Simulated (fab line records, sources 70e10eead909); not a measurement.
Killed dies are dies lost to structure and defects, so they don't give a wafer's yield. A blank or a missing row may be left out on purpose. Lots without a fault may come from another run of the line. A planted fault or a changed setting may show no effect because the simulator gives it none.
fab line records | flow nand_harc
record lots=22 wafers=66 last_day=33
route steps=1302 shown A_STAIRCASE@738
lots that met no fault: from a run of the same line without faults
start_h: hours from the record's first day to the start of the lot's first wafer shown | wait_h: hours since the lot's step before | " the same as in the row above | L1.1+2: a row that stands for several wafers | - no value, or no start given | * or withheld: withheld | < > ~ a bound
route shown NAME@n: a module of which the file shows steps, and the number in the route of the first | usual: mean/standard deviation of fault-free wafers | same: alike in all rows | chamber/n: place in a boat | sites: the reading at each site | _std_site: their standard deviation | _edge_site: outer sites' mean less inner sites' | radius_mm: how far each site lies from the wafer's centre | mask NAME#n: copy n | behind: the tool/chamber that last shaped the wafer | hold: why the lot was held/for how many hours/how that ended | device: the transistor (n, p or np) that didn't switch | end of line: the same wafers' tests at the end of the route | a step without rows: its recipe alone | killed: dies lost to structure and defects at the first sort, not the wafer's yield | map: a wafer's dies, x killed, . not, _ none there
set.NAME: the setting as run; set.NAME@STEP: as run at that earlier step | model.NAME: the simulator's own value behind a step, which no gauge read
steps of the route over a sample of lots; a table a step, a row a wafer
services: from which hour (start_h, from the record's first day; less than 0 if before it) a tool's chamber was out of use, for how many hours, and why
## steps
# step NHARC_A_STAIRCASE_TRIM_224
# recipe time_s=211.2 o2_flow_sccm=500 ar_flow_sccm=0 bias_w=0 chemistry=O2
# usual drypump_motor_current_A=5.9/0.36 o2_flow_sccm=500.1/1.3 oes_product_au=0.999/0.0097 rf_vpp_V=57.8/0.83 showerhead_plenum_p_Torr=3.51/0.11 throttle_valve_pct=17.035/0.0085
# columns lot.wafer tool chamber start_h wait_h drypump_motor_current_A o2_flow_sccm oes_product_au rf_hours_counter_h rf_vpp_V showerhead_plenum_p_Torr throttle_valve_pct
L075.3 rie_diel-03 3 - - 6.2 499.2 0.994 31 58.5 3.67 17.028
L075.4 " 1 " " 6.3 502.1 0.996 29 56.1 3.47 17.046
L075.6 " 3 " " 6.2 498.6 1.001 - 56.1 3.67 17.029
L076.2 rie_diel-07 2 - - 5.6 499.3 1.010 27 58.1 3.34 17.027
L076.1 " 3 " " 5.9 499.4 1.013 26 57.8 3.66 17.027
L076.6 " 2 " " 5.7 499.4 1.009 - 57.3 3.34 17.043
L077.3 rie_diel-03 3 - - 6.2 500.0 0.995 35 60.3 3.67 17.023
L077.6 " 3 " " 6.2 498.5 0.996 - 57.6 3.67 17.034
L077.5 " 0 " " 6.1 502.9 1.016 - 58.1 3.49 17.024
L079.2 rie_diel-01 3 - - 6.5 501.0 0.993 3 58.3 3.54 17.022
L079.4 " 2 " " 6.0 501.0 0.986 3 59.1 3.42 17.031
L079.5 " 3 " " 6.5 500.2 0.990 - 57.9 3.54 17.030
L078.3 rie_diel-03 3 - - 6.2 498.6 0.990 39 57.0 3.67 17.009
L078.4 " 1 " " 6.3 498.7 1.000 37 58.0 3.46 17.024
L078.5 " 3 " " 6.2 498.2 1.002 - 59.4 3.67 17.027
L080.3 rie_diel-01 1 - - 6.5 502.3 0.999 5 57.5 3.44 17.025
L080.1 " 2 " " 6.0 501.0 1.009 4 56.8 3.42 17.039
L080.2 " 0 " " 5.7 498.8 0.984 4 57.3 3.53 17.029
L082.4 rie_diel-01 2 - - 6.0 500.0 1.000 11 58.3 3.41 17.041
L082.3 " 0 " " 5.7 499.7 0.994 9 56.8 3.53 17.038
L082.5 " 3 " " 6.5 500.5 0.981 - 57.3 3.53 17.049
L081.3 rie_diel-01 3 - - 6.5 501.7 1.006 10 59.4 3.53 17.040
L081.1 " 0 " " 5.7 500.4 0.993 9 58.6 3.52 17.052
L081.5 " 3 " " 6.5 501.3 1.001 - 56.8 3.53 17.036
L083.4 rie_diel-07 2 - - 5.7 498.7 1.005 55 58.4 3.32 17.023
L083.3 " 3 " " 5.9 502.5 1.015 55 58.0 3.64 17.032
L083.6 " 2 " " 5.7 501.4 0.997 - 57.2 3.32 17.044
L085.2 rie_diel-03 1 - - 6.3 499.4 0.977 0 58.2 3.46 17.048
L085.6 " 3 " " 6.2 497.8 0.997 - 57.6 3.66 17.024
L085.5 " 0 " " 6.1 501.9 1.013 - 59.9 3.48 17.025
L086.1 rie_diel-01 3 - - 6.5 498.5 1.004 28 59.1 3.52 17.029
L086.4 " 0 " " 5.7 500.3 1.005 27 58.2 3.51 17.033
L086.2 " 1 " " 6.5 502.7 0.984 30 58.3 3.43 17.034
L087.3 rie_diel-03 3 - - 6.2 499.8 0.991 9 56.3 3.66 17.032
L087.5 " 3 " " 6.2 499.3 0.984 - 56.5 3.65 17.035
L087.6 " 0 " " 6.1 498.2 1.013 - 58.2 3.48 17.024
L088.4 rie_diel-07 2 - - 5.7 501.1 1.006 8 57.7 3.31 17.030
L088.3 " 3 " " 5.9 501.8 1.004 9 60.7 3.63 17.047
L088.5 " 2 " " 5.7 500.2 1.010 - 56.5 3.31 17.039
L089.3 rie_diel-07 1 - - 6.0 502.1 1.001 7 57.6 3.49 17.037
L089.1 " 2 " " 5.7 498.2 1.006 8 57.0 3.31 17.050
L089.5 " 1 " " 6.0 500.0 0.997 - 58.1 3.49 17.032
L091.4 rie_diel-03 1 - - 6.3 499.4 0.983 20 56.6 3.45 17.035
L091.1 " 2 " " 6.0 500.5 1.000 14 58.6 3.71 17.028
L091.2 " 0 " " 6.1 499.0 1.020 19 58.3 3.47 17.040
L090.4 rie_diel-07 0 - - 5.2 501.4 1.002 11 56.6 3.47 17.041
L090.3 " 2 " " 5.7 500.5 1.003 12 56.6 3.31 17.032
L090.6 " 0 " " 5.1 500.4 0.999 - 57.2 3.47 17.048
L092.1 rie_diel-03 1 - - 6.3 499.9 0.977 28 58.0 3.44 17.034
L092.3 " 0 " " 6.1 500.9 1.014 27 57.7 3.47 17.039
L092.5 " 2 " " 6.0 499.8 0.998 - 58.7 3.71 17.034
L094.1 rie_diel-01 1 - - 6.5 500.2 1.010 56 58.0 3.41 17.040
L094.3 " 2 " " 6.0 500.2 0.996 54 57.7 3.39 17.037
L094.2 " 3 " " 6.5 499.6 1.003 49 58.7 3.51 17.040
L093.4 rie_diel-07 2 - - 5.7 500.4 1.005 25 57.3 3.30 17.042
L093.5 " 1 " " 6.1 499.2 0.993 - 55.7 3.48 17.038
L093.6 " 2 " " 5.6 496.8 1.011 - 57.1 3.30 17.045
L095.1 rie_diel-07 1 - - 6.0 499.0 0.984 30 57.8 3.47 17.037
L095.4 " 3 " " 5.9 499.1 0.996 29 59.1 3.62 17.034
L095.6 " 1 " " 6.0 500.2 0.983 - 58.6 3.48 17.042
L096.2 rie_diel-07 1 - - 6.0 499.1 0.996 34 57.5 3.47 17.041
L096.5 " 1 " " 6.0 499.8 1.001 - 58.7 3.47 17.048
L096.6 " 2 " " 5.7 499.7 1.001 - 57.4 3.30 17.034
L097.2 rie_diel-07 3 - - 5.8 501.8 1.000 34 58.9 3.62 17.022
L097.3 " 2 " " 5.6 497.4 0.999 35 57.9 3.30 17.031
L097.5 " 1 " " 6.0 498.5 0.984 - 58.2 3.47 17.035
# step NHARC_A_STAIRCASE_ETCH_234
# recipe target_depth_a=1000 time_s=40.5 ion_energy_ev=400 c4f8_flow_sccm=20 o2_flow_sccm=10 ar_flow_sccm=withheld rf_w=600 bias_w=1000 chemistry=C4F8/O2
# usual oes_product_au=0.941/0.012 rf_vpp_V=895/4
# columns lot.wafer tool chamber start_h wait_h oes_product_au rf_hours_counter_h rf_vpp_V
L075.3 rie_diel-03 1 - - 0.945 31 893
L075.4 " 2 " " 0.951 31 903
L075.6 " 3 " " 0.942 - 901
L076.2 rie_diel-07 2 - - 0.959 28 888
L076.1 " 3 " " 0.947 27 902
L076.6 " 2 " " 0.958 - 888
L077.3 rie_diel-03 3 - - 0.938 35 901
L077.5 " 3 " " 0.942 - 901
L077.6 " 0 " " 0.957 - 893
L079.2 rie_diel-07 1 - - 0.921 35 895
L079.4 " 3 " " 0.978 32 901
L079.5 " 1 " " 0.926 - 896
L078.3 rie_diel-01 2 - - 0.945 4 892
L078.4 " 0 " " 0.953 4 896
L078.5 " 2 " " 0.943 - 891
L080.3 rie_diel-03 1 - - 0.949 39 893
L080.2 " 2 " " 0.938 39 902
L080.1 " 3 " " 0.939 41 901
L082.4 rie_diel-03 2 - - 0.918 47 903
L082.3 " 3 " " 0.948 45 901
L082.5 " 2 " " 0.933 - 903
L081.3 rie_diel-03 1 - - 0.943 48 892
L081.1 " 2 " " 0.936 47 903
L081.5 " 2 " " 0.943 - 903
L085.2 rie_diel-01 1 - - 0.932 25 893
L085.6 " 0 " " 0.934 - 895
L085.5 " 1 " " 0.925 - 894
L083.4 rie_diel-01 2 - - 0.936 28 891
L083.3 " 0 " " 0.938 23 895
L083.6 " 2 " " 0.928 - 892
L086.4 rie_diel-01 0 - - 0.953 27 895
L086.1 " 2 " " 0.952 31 891
L086.2 " 3 " " 0.943 28 895
L087.3 rie_diel-03 2 - - 0.959 6 903
L087.5 " 0 " " 0.939 - 894
L087.6 " 1 " " 0.923 - 894
L088.3 rie_diel-07 0 - - 0.937 8 893
L088.4 " 2 " " 0.944 8 889
L088.5 " 1 " " 0.942 - 895
L089.1 rie_diel-03 2 - - 0.934 12 902
L089.3 " 1 " " 0.927 18 892
L089.5 " 2 " " 0.958 - 903
L091.2 rie_diel-03 0 - - 0.965 19 893
L091.1 " 2 " " 0.940 14 902
L091.4 " 3 " " 0.942 12 900
L090.4 rie_diel-07 1 - - 0.937 11 895
L090.3 " 2 " " 0.951 12 889
L090.6 " 3 " " 0.946 - 900
L092.3 rie_diel-03 0 - - 0.966 27 895
L092.1 " 1 " " 0.919 28 894
L092.5 " 3 " " 0.958 - 900
L094.3 rie_diel-01 1 - - 0.926 56 891
L094.2 " 2 " " 0.934 55 892
L094.1 " 3 " " 0.954 49 894
L093.4 rie_diel-07 1 - - 0.943 23 893
L093.6 " 3 " " 0.944 - 900
L093.5 " 0 " " 0.940 - 894
L095.4 rie_diel-01 2 - - 0.958 0 892
L095.1 " 3 " " 0.952 0 896
L095.6 " 3 " " 0.958 - 894
L096.2 rie_diel-07 1 - - 0.924 35 892
L096.6 " 2 " " 0.924 - 888
L096.5 " 3 " " 0.935 - 896
L097.2 rie_diel-07 2 - - 0.944 36 889
L097.3 " 3 " " 0.946 35 899
L097.5 " 3 " " 0.937 - 900
# step NHARC_A_STAIRCASE_ETCH_236
# recipe target_depth_a=1000 time_s=40.5 ion_energy_ev=400 c4f8_flow_sccm=20 o2_flow_sccm=10 ar_flow_sccm=withheld rf_w=600 bias_w=1000 chemistry=C4F8/O2
# usual oes_product_au=0.942/0.012 rf_vpp_V=895/4.3
# columns lot.wafer tool chamber start_h wait_h oes_product_au rf_hours_counter_h rf_vpp_V
L075.3 rie_diel-03 3 - - 0.939 32 902
L075.4 " 0 " " 0.961 32 894
L075.6 " 2 " " 0.933 - 902
L076.2 rie_diel-07 2 - - 0.955 28 889
L076.1 " 0 " " 0.929 29 896
L076.6 " 3 " " 0.955 - 900
L077.3 rie_diel-03 2 - - 0.927 34 902
L077.5 " 0 " " 0.958 - 896
L077.6 " 1 " " 0.936 - 894
L079.4 rie_diel-07 3 - - 0.959 33 900
L079.2 " 0 " " 0.942 35 894
L079.5 " 2 " " 0.950 - 888
L078.3 rie_diel-01 1 - - 0.953 4 893
L078.4 " 2 " " 0.942 4 890
L078.5 " 0 " " 0.942 - 896
L080.2 rie_diel-03 0 - - 0.956 41 896
L080.3 " 1 " " 0.947 39 892
L080.1 " 3 " " 0.928 41 901
L082.4 rie_diel-03 2 - - 0.927 47 904
L082.3 " 3 " " 0.946 45 899
L082.5 " 0 " " 0.942 - 895
L081.3 rie_diel-03 1 - - 0.932 48 893
L081.1 " 2 " " 0.937 48 903
L081.5 " 2 " " 0.937 - 903
L085.2 rie_diel-01 0 - - 0.933 22 895
L085.5 " 2 " " 0.958 - 891
L085.6 " 3 " " 0.957 - 895
L083.4 rie_diel-01 3 - - 0.945 25 898
L083.3 " 1 " " 0.923 26 892
L083.6 " 0 " " 0.926 - 896
L086.2 rie_diel-01 0 - - 0.957 27 896
L086.1 " 1 " " 0.954 30 894
L086.4 " 2 " " 0.943 31 890
L087.3 rie_diel-03 3 - - 0.930 9 900
L087.6 " 0 " " 0.940 - 896
L087.5 " 1 " " 0.924 - 894
L088.4 rie_diel-07 3 - - 0.950 9 901
L088.3 " 0 " " 0.948 8 894
L088.5 " 2 " " 0.944 - 889
L089.3 rie_diel-03 0 - - 0.954 17 895
L089.1 " 1 " " 0.924 18 893
L089.5 " 0 " " 0.952 - 895
L091.2 rie_diel-03 3 - - 0.945 12 900
L091.1 " 0 " " 0.956 19 894
L091.4 " 1 " " 0.916 20 893
L090.3 rie_diel-07 1 - - 0.940 11 894
L090.4 " 3 " " 0.949 13 900
L090.6 " 2 " " 0.944 - 887
L092.3 rie_diel-03 0 - - 0.956 27 895
L092.1 " 1 " " 0.934 28 892
L092.5 " 3 " " 0.935 - 900
L094.2 rie_diel-01 3 - - 0.949 49 895
L094.3 " 0 " " 0.932 51 894
L094.1 " 2 " " 0.944 55 889
L093.4 rie_diel-07 0 - - 0.944 22 894
L093.5 " 2 " " 0.943 - 889
L093.6 " 3 " " 0.947 - 900
L095.4 rie_diel-01 2 - - 0.941 1 891
L095.1 " 3 " " 0.931 0 896
L095.6 " 2 " " 0.939 - 892
L096.2 rie_diel-07 3 - - 0.932 35 900
L096.5 " 1 " " 0.928 - 894
L096.6 " 2 " " 0.937 - 888
L097.2 rie_diel-07 2 - - 0.929 37 887
L097.3 " 3 " " 0.929 35 899
L097.5 " 3 " " 0.945 - 899
# step NHARC_A_STAIRCASE_ETCH_253
# recipe target_depth_a=500 time_s=20.2 ion_energy_ev=400 c4f8_flow_sccm=20 o2_flow_sccm=10 ar_flow_sccm=withheld rf_w=600 bias_w=1000 chemistry=C4F8/O2
# usual oes_product_au=0.962/0.014 rf_vpp_V=894/3.7
# columns lot.wafer tool chamber start_h wait_h oes_product_au rf_hours_counter_h rf_vpp_V
L075.3 rie_diel-03 1 389.61 0.1 0.968 32 893
L075.4 " 3 " " 0.967 33 900
L075.6 " 1 " " 0.972 - 894
L076.2 rie_diel-07 3 392.99 0.1 0.976 28 901
L076.1 " 0 " " 0.953 30 896
L076.6 " 2 " " 0.944 - 889
L077.3 rie_diel-07 2 398.63 0.1 0.965 31 887
L077.5 " 1 " " 0.964 - 894
L077.6 " 2 " " 0.961 - 888
L079.2 rie_diel-01 2 407.83 0.1 0.963 4 891
L079.4 " 0 " " 0.966 4 897
L079.5 " 3 " " 0.959 - 896
L078.3 rie_diel-03 2 408.46 0.1 0.973 38 904
L078.4 " 3 " " 0.946 40 900
L078.5 " 3 " " 0.954 - 901
L080.3 rie_diel-01 3 413.80 0.1 0.957 6 897
L080.2 " 0 " " 0.966 5 895
L080.1 " 2 " " 0.956 6 892
L082.3 rie_diel-01 3 434.99 0.1 0.970 11 896
L082.4 " 2 " " 0.980 12 892
L082.5 " 0 " " 0.953 - 896
L081.3 rie_diel-01 1 435.80 0.1 0.958 11 892
L081.1 " 3 " " 0.977 11 896
L081.5 " 2 " " 0.972 - 893
L085.2 rie_diel-01 2 471.71 0.1 0.970 27 892
L085.6 " 1 " " 0.947 - 893
L085.5 " 2 " " 0.969 - 892
L083.4 rie_diel-01 2 475.40 0.1 0.961 29 892
L083.3 " 3 " " 0.981 26 897
L083.6 " 3 " " 0.969 - 896
L086.2 rie_diel-07 3 485.20 0.1 0.979 0 900
L086.1 " 0 " " 0.964 0 895
L086.4 " 2 " " 0.985 0 888
L087.3 rie_diel-07 3 494.04 0.1 0.987 2 901
L087.5 " 1 " " 0.962 - 895
L087.6 " 2 " " 0.964 - 889
L088.3 rie_diel-01 3 510.77 0.1 0.962 35 896
L088.4 " 0 " " 0.960 36 895
L088.5 " 1 " " 0.943 - 893
L089.3 rie_diel-01 3 511.21 0.1 0.944 35 895
L089.1 " 0 " " 0.942 37 895
L089.5 " 3 " " 0.940 - 895
L091.4 rie_diel-07 3 520.82 0.1 0.953 13 899
L091.1 " 0 " " 0.933 12 893
L091.2 " 1 " " 0.940 11 894
L090.4 rie_diel-07 0 521.18 0.1 0.964 12 895
L090.3 " 1 " " 0.962 11 895
L090.6 " 3 " " 0.991 - 899
L092.3 rie_diel-01 2 547.30 0.1 0.936 54 891
L092.1 " 1 " " 0.920 55 892
L092.5 " 3 " " 0.921 - 895
L094.1 rie_diel-01 3 553.44 0.1 0.953 49 896
L094.3 " 0 " " 0.960 51 896
L094.2 " 2 " " 0.960 55 888
L093.4 rie_diel-01 1 554.23 0.1 0.953 56 890
L093.5 " 2 " " 0.959 - 891
L093.6 " 3 " " 0.976 - 895
L095.1 rie_diel-01 3 574.55 0.1 0.966 1 896
L095.4 " 2 " " 0.966 1 890
L095.6 " 3 " " 0.984 - 894
L096.2 rie_diel-07 2 587.19 0.1 0.968 37 886
L096.5 " 2 " " 0.960 - 888
L096.6 " 3 " " 0.966 - 901
L097.2 rie_diel-03 0 587.92 0.1 0.971 45 893
L097.3 " 2 " " 0.953 43 901
L097.5 " 0 " " 0.974 - 893
# step NHARC_A_STAIRCASE_DESCUM_270
# recipe time_s=3 o2_flow_sccm=200 ar_flow_sccm=0 bias_power_w=0 chemistry=O2
# usual drypump_motor_current_A=6.1/0.33 o2_flow_sccm=199.9/0.65 oes_product_au=0.999/0.01 rf_vpp_V=57.7/0.92 showerhead_plenum_p_Torr=1.90/0.062 throttle_valve_pct=11.312/0.0096
# columns lot.wafer tool chamber start_h wait_h drypump_motor_current_A o2_flow_sccm oes_product_au rf_hours_counter_h rf_vpp_V showerhead_plenum_p_Torr throttle_valve_pct
L075.4 rie_diel-07 2 394.09 - 5.6 200.2 0.999 28 58.5 1.80 11.305
L075.3 " 1 " " 6.0 200.2 0.993 30 58.1 1.90 11.307
L075.6 " 3 " " 5.9 200.1 1.012 - 59.0 1.99 11.296
L076.2 rie_diel-03 2 397.78 - 6.0 199.5 1.005 34 59.7 2.03 11.292
L076.1 " 0 " " 6.1 200.5 1.025 36 56.8 1.89 11.328
L076.6 " 3 " " 6.2 199.5 1.003 - 58.0 1.99 11.317
L077.3 rie_diel-03 3 402.57 - 6.1 200.3 0.989 37 56.4 1.99 11.308
L077.5 " 1 " " 6.3 199.5 0.997 - 57.9 1.88 11.307
L077.6 " 2 " " 6.0 199.7 0.996 - 59.9 2.03 11.313
L079.4 rie_diel-01 2 411.77 - 6.0 199.6 0.999 5 56.4 1.85 11.315
L079.2 " 0 " " 5.7 199.4 0.992 5 57.6 1.91 11.311
L079.5 " 3 " " 6.5 199.0 0.998 - 58.9 1.92 11.317
L078.4 rie_diel-07 3 413.62 - 5.8 200.7 1.025 35 58.5 1.99 11.299
L078.3 " 0 " " 5.1 199.9 0.987 37 57.6 1.89 11.306
L078.5 " 3 " " 5.8 200.4 1.020 - 57.0 1.98 11.293
L080.1 rie_diel-01 2 417.84 - 6.0 200.5 1.011 7 58.8 1.85 11.311
L080.2 " 3 " " 6.4 200.5 0.997 6 57.4 1.92 11.310
L080.3 " 0 " " 5.7 198.4 0.983 6 56.5 1.91 11.299
L082.3 rie_diel-01 2 441.80 - 6.0 199.9 1.000 13 57.8 1.85 11.324
L082.4 " 0 " " 5.7 200.8 0.997 10 56.6 1.91 11.311
L082.5 " 1 " " 6.5 198.9 1.003 - 57.4 1.86 11.321
L081.1 rie_diel-07 3 443.58 - 5.9 199.8 1.023 46 57.3 1.98 11.322
L081.3 " 1 " " 6.0 200.3 0.986 48 58.7 1.89 11.295
L081.5 " 0 " " 5.2 199.1 1.002 - 56.2 1.89 11.320
L085.2 rie_diel-03 2 475.39 - 6.0 200.0 1.000 0 57.9 2.02 11.322
L085.5 " 3 " " 6.2 199.2 0.993 - 56.0 1.99 11.311
L085.6 " 0 " " 6.1 199.1 1.001 - 58.7 1.89 11.315
L083.3 rie_diel-03 0 479.16 - 6.1 199.5 1.004 7 57.3 1.88 11.302
L083.4 " 1 " " 6.3 198.6 0.982 7 57.1 1.87 11.309
L083.6 " 0 " " 6.2 200.6 1.008 - 57.9 1.88 11.318
L086.4 rie_diel-07 0 495.33 - 5.1 200.3 1.002 2 57.1 1.88 11.316
L086.1 " 1 " " 6.0 199.0 0.995 2 57.4 1.89 11.313
L086.2 " 2 " " 5.6 200.0 0.995 2 57.3 1.79 11.317
L087.3 rie_diel-01 3 500.28 - 6.5 200.9 0.995 31 58.9 1.91 11.320
L087.5 " 0 " " 5.7 199.0 0.991 - 57.1 1.90 11.321
L087.6 " 1 " " 6.5 199.3 0.985 - 57.4 1.85 11.315
L088.4 rie_diel-01 1 517.93 - 6.5 199.9 0.994 42 59.7 1.85 11.319
L088.3 " 2 " " 5.9 201.1 1.003 41 56.2 1.84 11.329
L088.5 " 0 " " 5.7 201.2 0.997 - 56.5 1.90 11.316
L089.3 rie_diel-03 2 519.56 - 6.0 200.4 1.014 14 57.5 2.02 11.299
L089.1 " 1 " " 6.3 199.6 0.984 20 58.2 1.86 11.329
L089.5 " 3 " " 6.2 198.9 1.004 - 57.8 1.99 11.316
L091.1 rie_diel-03 0 528.45 - 6.0 199.7 1.008 21 57.9 1.88 11.318
L091.4 " 2 " " 6.0 200.0 1.000 16 58.5 2.02 11.305
L091.2 " 3 " " 6.2 199.1 0.986 13 58.4 1.99 11.304
L090.3 rie_diel-01 3 529.29 - 6.5 200.4 0.990 41 58.5 1.91 11.319
L090.4 " 0 " " 5.6 200.6 1.001 41 58.3 1.90 11.297
L090.6 " 0 " " 5.6 200.7 1.000 - 58.3 1.90 11.328
L092.1 rie_diel-03 2 551.31 - 6.0 199.1 0.992 27 57.8 2.02 11.319
L092.3 " 3 " " 6.2 199.5 0.986 25 56.8 1.98 11.307
L092.5 " 2 " " 6.0 199.3 0.993 - 57.5 2.02 11.305
L094.1 rie_diel-03 1 557.20 - 6.3 200.0 0.985 32 59.4 1.86 11.307
L094.3 " 2 " " 6.0 200.3 1.002 29 57.9 2.02 11.312
L094.2 " 3 " " 6.2 200.0 0.989 27 57.4 1.98 11.305
L093.4 rie_diel-01 1 562.21 - 6.5 200.5 1.008 57 57.3 1.85 11.304
L093.6 " 1 " " 6.5 199.8 1.000 - 58.1 1.85 11.311
L093.5 " 2 " " 6.0 199.7 0.998 - 57.1 1.83 11.312
L095.1 rie_diel-07 3 578.19 - 5.8 199.8 0.998 31 56.8 1.97 11.302
L095.4 " 3 " " 5.9 201.0 1.012 - 56.4 1.97 11.308
L095.6 " 1 " " 6.0 199.8 0.982 - 57.4 1.88 11.303
L096.2 rie_diel-01 2 590.97 - 6.0 199.1 1.001 6 58.9 1.83 11.303
L096.5 " 0 " " 5.7 199.1 0.986 - 59.3 1.89 11.317
L096.6 " 1 " " 6.5 199.0 1.014 - 58.7 1.84 11.304
L097.2 rie_diel-01 1 591.56 - 6.5 200.0 1.014 8 58.2 1.84 11.314
L097.3 " 3 " " 6.5 199.5 0.992 9 56.5 1.90 11.312
L097.5 " 0 " " 5.6 199.8 0.994 - 56.6 1.89 11.307
# step NHARC_A_STAIRCASE_ETCH_292
# recipe cf4_flow_sccm=100 chf3_flow_sccm=30 ar_flow_sccm=0 rf_w=500 bias_w=200 chemistry=CF4/CHF3
# usual chf3_flow_sccm=30.01/0.084 drypump_motor_current_A=6.0/0.3 oes_product_au=0.927/0.014 rf_vpp_V=370.6/1.9 showerhead_plenum_p_Torr=1.57/0.054 throttle_valve_pct=16.802/0.0095
# columns lot.wafer tool chamber start_h wait_h chf3_flow_sccm drypump_motor_current_A oes_product_au rf_hours_counter_h rf_vpp_V showerhead_plenum_p_Torr throttle_valve_pct
L075.3 rie_diel-03 3 400.48 0.1 29.99 6.2 0.930 37 372.3 1.64 16.812
L075.4 " 1 " " 30.02 6.3 0.927 36 369.9 1.55 16.803
L075.6 " 3 " " 29.92 6.2 0.914 - 371.9 1.64 16.789
L076.1 rie_diel-07 3 406.96 0.1 29.94 5.8 0.946 33 372.4 1.63 16.784
L076.2 " 0 " " 29.96 5.1 0.918 35 370.5 1.56 16.808
L076.6 " 2 " " 30.12 5.7 0.921 - 369.6 1.48 16.799
L077.3 rie_diel-07 2 410.34 0.1 30.06 5.7 0.930 34 367.8 1.48 16.813
L077.6 " 1 " " 29.97 6.0 0.910 - 372.4 1.56 16.820
L077.5 " 2 " " 29.95 5.7 0.930 - 367.2 1.48 16.785
L079.4 rie_diel-03 1 418.11 0.1 30.01 6.3 0.924 43 370.4 1.54 16.806
L079.2 " 2 " " 30.07 6.0 0.922 43 374.7 1.66 16.806
L079.5 " 0 " " 30.09 6.0 0.938 - 371.2 1.55 16.815
L078.3 rie_diel-03 0 420.02 0.1 30.02 6.1 0.931 46 369.7 1.55 16.801
L078.4 " 1 " " 29.85 6.3 0.917 44 370.0 1.54 16.811
L078.5 " 2 " " 30.05 6.0 0.920 - 373.3 1.66 16.798
L080.1 rie_diel-03 3 426.14 0.1 30.08 6.1 0.915 43 371.9 1.64 16.819
L080.3 " 0 " " 30.00 6.1 0.932 48 370.9 1.55 16.800
L080.2 " 1 " " 30.02 6.3 0.929 45 370.6 1.54 16.810
L082.4 rie_diel-03 3 449.43 0.1 30.05 6.2 0.929 46 371.8 1.63 16.808
L082.3 " 1 " " 29.90 6.3 0.926 48 370.0 1.54 16.819
L082.5 " 3 " " 30.07 6.1 0.926 - 373.0 1.63 16.797
L081.1 rie_diel-01 1 452.49 0.1 30.02 6.5 0.931 18 368.7 1.53 16.780
L081.3 " 2 " " 29.92 6.0 0.933 19 369.5 1.52 16.790
L081.5 " 0 " " 30.03 5.7 0.924 - 370.0 1.57 16.800
L085.2 rie_diel-03 3 481.28 0.1 29.93 6.2 0.907 7 372.1 1.63 16.817
L085.6 " 0 " " 29.96 6.0 0.928 - 369.9 1.55 16.784
L085.5 " 1 " " 29.91 6.3 0.897 - 370.5 1.54 16.792
L083.3 rie_diel-01 0 488.17 0.1 29.83 5.7 0.951 28 370.1 1.57 16.787
L083.4 " 2 " " 30.04 6.0 0.981 32 367.4 1.52 16.804
L083.6 " 0 " " 29.84 5.7 0.963 - 370.0 1.57 16.800
L086.1 rie_diel-07 2 501.16 0.1 30.03 5.6 0.927 5 365.8 1.48 16.797
L086.4 " 3 " " 30.03 5.9 0.934 5 371.4 1.62 16.797
L086.2 " 1 " " 29.87 6.0 0.916 4 370.0 1.56 16.800
L087.3 rie_diel-01 1 508.87 0.1 30.01 6.5 0.912 39 369.1 1.53 16.794
L087.5 " 0 " " 29.99 5.7 0.922 - 370.2 1.57 16.801
L087.6 " 1 " " 29.95 6.5 0.906 - 370.8 1.53 16.812
L088.4 rie_diel-01 0 527.53 0.1 30.04 5.7 0.927 41 370.6 1.56 16.794
L088.3 " 2 " " 30.05 6.0 0.925 44 368.3 1.51 16.820
L088.5 " 1 " " 29.98 6.5 0.923 - 367.6 1.52 16.820
L089.3 rie_diel-03 1 530.27 0.1 30.08 6.3 0.916 23 370.2 1.53 16.795
L089.1 " 3 " " 30.08 6.2 0.929 15 371.4 1.63 16.791
L089.5 " 1 " " 29.98 6.3 0.903 - 367.8 1.54 16.806
L091.4 rie_diel-03 2 536.66 0.1 29.96 6.0 0.930 19 373.7 1.66 16.795
L091.2 " 3 " " 30.01 6.2 0.927 17 372.1 1.63 16.807
L091.1 " 0 " " 30.13 6.0 0.936 24 369.8 1.55 16.802
L090.3 rie_diel-03 2 541.06 0.1 30.06 6.0 0.920 20 373.6 1.66 16.804
L090.4 " 1 " " 30.02 6.3 0.912 26 368.1 1.53 16.813
L090.6 " 2 " " 29.91 6.0 0.923 - 373.8 1.65 16.811
L092.3 rie_diel-07 2 559.19 0.1 29.91 5.6 0.939 26 368.2 1.47 16.791
L092.1 " 3 " " 30.05 5.9 0.926 25 371.9 1.62 16.810
L092.5 " 2 " " 30.02 5.6 0.930 - 367.3 1.47 16.817
L094.3 rie_diel-03 0 566.21 0.1 29.86 6.1 0.937 36 368.9 1.54 16.798
L094.1 " 2 " " 29.92 6.0 0.932 33 372.4 1.65 16.802
L094.2 " 3 " " 29.96 6.2 0.911 30 372.4 1.63 16.812
L093.4 rie_diel-03 3 569.63 0.1 30.13 6.2 0.921 31 373.6 1.63 16.797
L093.6 " 3 " " 29.96 6.2 0.907 - 371.8 1.63 16.793
L093.5 " 0 " " 29.93 6.1 0.933 - 369.8 1.54 16.804
L095.1 rie_diel-07 1 585.70 0.2 30.18 6.1 0.907 36 369.9 1.55 16.813
L095.4 " 2 " " 29.99 5.7 0.925 - 367.0 1.47 16.808
L095.6 " 1 " " 30.16 6.1 0.898 - 369.7 1.55 16.808
L096.2 rie_diel-07 3 597.85 0.1 29.93 5.9 0.964 38 372.0 1.61 16.789
L096.5 " 3 " " 30.13 5.9 0.966 - 373.3 1.61 16.811
L096.6 " 0 " " 30.08 5.1 0.933 - 369.5 1.54 16.791
L097.2 rie_diel-03 0 600.56 0.1 29.86 6.1 0.930 48 368.8 1.54 16.805
L097.3 " 1 " " 30.01 6.3 0.913 50 368.8 1.53 16.790
L097.5 " 1 " " 30.15 6.3 0.920 - 368.1 1.53 16.799
## services
# columns tool chamber start_h hours kind
rie_diel-03 0 365.79 - clean
rie_diel-03 1 365.79 - clean
rie_diel-03 2 365.79 - clean
rie_diel-03 3 365.79 - clean
rie_diel-01 - 385.22 9.0 pm
rie_diel-03 0 390.29 - clean
rie_diel-03 1 390.29 - clean
rie_diel-03 2 390.29 - clean
rie_diel-03 3 390.29 - clean
rie_diel-03 3 412.11 5.2 repair
rie_diel-03 0 417.42 - clean
rie_diel-03 1 417.42 - clean
rie_diel-03 2 417.42 - clean
rie_diel-03 3 417.42 - clean
rie_diel-03 0 441.92 - clean
rie_diel-03 1 441.92 - clean
rie_diel-03 2 441.92 - clean
rie_diel-03 3 441.92 - clean
rie_diel-03 - 458.41 9.0 pm
rie_diel-03 0 458.41 9.0 vent_cycle
rie_diel-07 1 464.75 7.1 repair
rie_diel-07 - 472.80 9.0 pm
rie_diel-03 3 497.25 12.1 repair
rie_diel-03 2 599.68 6.0 repair
## key
fault none
